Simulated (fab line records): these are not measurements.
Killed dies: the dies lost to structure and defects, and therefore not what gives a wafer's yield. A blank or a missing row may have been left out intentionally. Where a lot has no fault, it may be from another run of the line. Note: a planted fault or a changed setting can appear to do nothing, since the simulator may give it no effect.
Matching of chambers	flow nandHarc	NHARC_A_SLIT_ETCH_29 on rieDiel-13 has 4 sister chambers
The step etches the open film in CF4/O2, target depth 100 nm, overetch 10 nm, time 55 s. 16 wafers are shown with their chamber, then 7 later ones without.

WAFERS WITH THEIR CHAMBER
wafer	chamber	drypumpMotorCurrentA (A)	rfVppV (V)	throttleValvePct (%)
L075.1	1	5.5	198.2	13.399
L075.5	3	5.1	198.2	13.391
L075.6	2	5.5	199.3	13.395
L076.2	3	5.1	197.3	13.379
L076.3	2	5.5	200.0	13.397
L076.4	0	6.1	197.0	13.405
L077.2	3	5.1	198.1	13.394
L077.5	2	5.5	199.7	13.398
L077.6	3	5.1	197.0	13.397
L078.1	2	5.5	200.0	13.404
L078.5	2	5.5	199.3	13.383
L082.3	0	6.2	197.7	13.420
L082.4	1	5.4	197.5	13.394
L082.5	0	6.2	195.0	13.397
L084.2	0	6.1	196.8	13.380
L084.3	2	5.5	199.1	13.398

SIGNATURES, as means of the wafers listed above
reading	chamber 0	chamber 1	chamber 2	chamber 3	scatter within a chamber
drypumpMotorCurrentA	6.150	5.450	5.500	5.100	0.0354
rfVppV	196.625	197.850	199.567	197.650	0.708
throttleValvePct	13.40050	13.39650	13.39583	13.39025	0.0103
Rule: for a wafer and a chamber, the distance is found by dividing, reading by reading, the gap between the wafer's reading and the chamber's mean by the reading's scatter, squaring, summing and taking the root. The wafer belongs to the nearest chamber; if the next one is less than 2 further off, it can't be placed. How the scatter is found: for the shown wafers, subtract from each reading the mean of its chamber, square and add these, divide the total by (wafers less chambers), then take the root.

WAFERS WHOSE CHAMBER IS MISSING
wafer	drypumpMotorCurrentA (A)	rfVppV (V)	throttleValvePct (%)
L084.6	6.2	197.7	13.397
L089.3	5.1	197.0	13.390
L089.4	5.1	197.0	13.406
L089.5	6.1	197.2	13.379
L095.2	5.1	197.0	13.399
L095.5	5.5	200.2	13.392
L095.6	6.1	195.4	13.387

WHICH CHAMBER EACH ONE RAN IN
wafer	from the rows above	in truth
L084.6	0	0
L089.3	3	3
L089.4	3	3
L089.5	0	0
L095.2	3	3
L095.5	2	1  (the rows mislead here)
L095.6	0	0
6 of 7 placed correctly. Left unplaced by these rows: 0. Number placed wrongly: 1.
